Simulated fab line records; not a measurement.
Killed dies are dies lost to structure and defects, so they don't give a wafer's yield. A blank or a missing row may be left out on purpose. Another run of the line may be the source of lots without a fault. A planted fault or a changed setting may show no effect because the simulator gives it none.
Problem report, 8D (eight disciplines) form, completed by code + flow n5-finfet + the parts of the form that need people (team, actions taken, sign-off) are left out

## 1. WHAT WENT WRONG
oes-product-au at N5_BEOL_M0_SAQP_MANDREL_ETCH_20 reads a mean of 0.438 a.u. on 2 wafers of 2 lots; wafers without a fault read 0.771 a.u. with a standard deviation of 0.011. That is -30 standard deviations from the usual mean.
The step: etches a-Si in HBr/Cl2, stops on SiNx, target depth 60 nm, bt time 10 s, time 30 s.
The first sign was on wafer L519.3 at day 10 08:45, on rie-si-02. At this step, 19 wafers from 7 lots have a number in the record. The rule behind "out" and "out of limits": a value lying over 4 standard deviations away from the usual mean. Any other wafer with a number is counted as sound.

## 2. WHAT IT IS; WHAT IT IS NOT
| question                    | is                | is not                                                                    |
|-----------------------------|-------------------|---------------------------------------------------------------------------|
| which readings at this step | oes-product-au    | HBr_flow_sccm, chamber-pressure-mTorr                                     |
| which lots                  | L519, L520        | L501, L502, L504, L512, L523                                              |
| which wafers of those lots  | L519.3, L520.5    | L519.4, L520.4                                                            |
| read on which tools         | rie-si-02         | rie-si-04, rie-si-05                                                      |
| when                        | from day 10 08:45 | up to then (13 sound wafers); but 4 sound wafers of L520, L523 came after |

## 3. WHAT RULES OUT EACH SUSPECT
Counting: a tool at a process step up to the reading stays a suspect if it ran every lot that is out. Sound lots after the first of them don't rule it out here, since some wafers of a struck lot are sound.
- rie-diel-05 at N5_BEOL_M0_SAQP_ETCH_84 (etches SOC in N2/H2, target depth 100 nm, overetch 20 nm, time 150 s): kept. Every lot that is out went through it, the first being L519 (day 10 08:34); the last sound lot it ran before that was L512 (day 8 10:44).
- rie-si-02 at N5_BEOL_M0_SAQP_MANDREL_ETCH_20 (etches a-Si in HBr/Cl2, stops on SiNx, target depth 60 nm, bt time 10 s, time 30 s): kept. Every lot that is out went through it, the first being L519 (day 10 08:45); the last sound lot it ran before that was L504 (day 6 10:11). On those wafers its own readings are out: oes-product-au.
- Within rie-diel-05 at N5_BEOL_M0_SAQP_ETCH_84: the wafers that are out ran in chamber 0; their sound lot-mates ran in chamber 2.
- Within rie-si-02 at N5_BEOL_M0_SAQP_MANDREL_ETCH_20: the wafers that are out ran in chambers 0, 3; their sound lot-mates ran in chamber 2.
Remaining after the count are rie-diel-05 at N5_BEOL_M0_SAQP_ETCH_84 and rie-si-02 at N5_BEOL_M0_SAQP_MANDREL_ETCH_20.

## 4. THE CAUSE (what the simulator had put in)
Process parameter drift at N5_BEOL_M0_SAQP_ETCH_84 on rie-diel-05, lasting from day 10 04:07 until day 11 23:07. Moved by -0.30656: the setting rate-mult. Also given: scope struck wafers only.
Of the 2 suspects that counting leaves, this tool is one.

## 5. THE EFFECT CHAIN, in route order
Rows list readings where the struck wafers' mean (over those with a number) sits beyond 3 standard deviations from the usual. Scope: only readings with a usual standard deviation given in the record; hours: median across lots of the time from each lot's start at the first step in this table that gives one to its start at this step; sigmas: change in usual standard deviations.
| hours | step                                | reading              | usual      | on struck wafers | change | sigmas      |
|-------|-------------------------------------|----------------------|------------|------------------|--------|-------------|
| 0     | N5_BEOL_M0_SAQP_MANDREL_ETCH_20     | oes-product-au       | 0.771 a.u. | 0.438            | -0.333 | -30         |
| 2     | N5_BEOL_M0_SAQP_SPACER1_ETCHBACK_99 | oes-product-au       | 0.79 a.u.  | 0.31             | -0.48  | -5.8        |
| 194   | N5_PASSIVATION_PROBE_49             | defect-limited-yield | 91.2 %     | 0.0              | -91.2  | -61         |
| 194   | N5_PASSIVATION_PROBE_49             | killed_at_M0_to_M3   | 32         | 1117             | +1085  | +99 or more |
| 194   | N5_PASSIVATION_PROBE_49             | killed-dies          | 103        | 1180             | +1077  | +63         |
| 194   | N5_PASSIVATION_PROBE_49             | killed-on-rim        | 14         | 152              | +138   | +31         |
| 194   | N5_PASSIVATION_PROBE_49             | sort_bin_5_function  | 5.2 %      | 96.7             | +91.5  | +97         |
| 194   | N5_PASSIVATION_PROBE_49             | sort-n-pass          | 1077       | 0                | -1077  | -63         |
| 194   | N5_PASSIVATION_PROBE_49             | sort-yield-pct       | 91.2 %     | 0.0              | -91.2  | -61         |
Process steps it contains:
- N5_BEOL_M0_SAQP_MANDREL_ETCH_20: etches a-Si in HBr/Cl2, stops on SiNx, target depth 60 nm, bt time 10 s, time 30 s.
- N5_BEOL_M0_SAQP_SPACER1_ETCHBACK_99: etches SiO2 in CHF3/O2, target depth 15.4 nm, time 7.7 s.
- N5_PASSIVATION_PROBE_49
Readings that are blank on the struck wafers while sound wafers have them: cd-nm at N5_BEOL_M0_SAQP_CD_MEAS_25; cd-nm at N5_BEOL_M0_SAQP_CD_MEAS_29.

## 6. HOW IT WOULD HAVE BEEN CAUGHT EARLIER
First out-of-limits reading in this record: day 10 08:45, which is 5 hours after fault onset at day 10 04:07.
Of the tool readings at N5_BEOL_M0_SAQP_ETCH_84 for which the record gives a usual standard deviation, none was out on any struck wafer, so an alarm limit of 4 standard deviations on them would not have fired.
Among the 2 lots that are out, L520 began N5_BEOL_M0_SAQP_ETCH_84 on rie-diel-05 after day 10 08:45. A tool hold placed at that time would have kept it from harm.
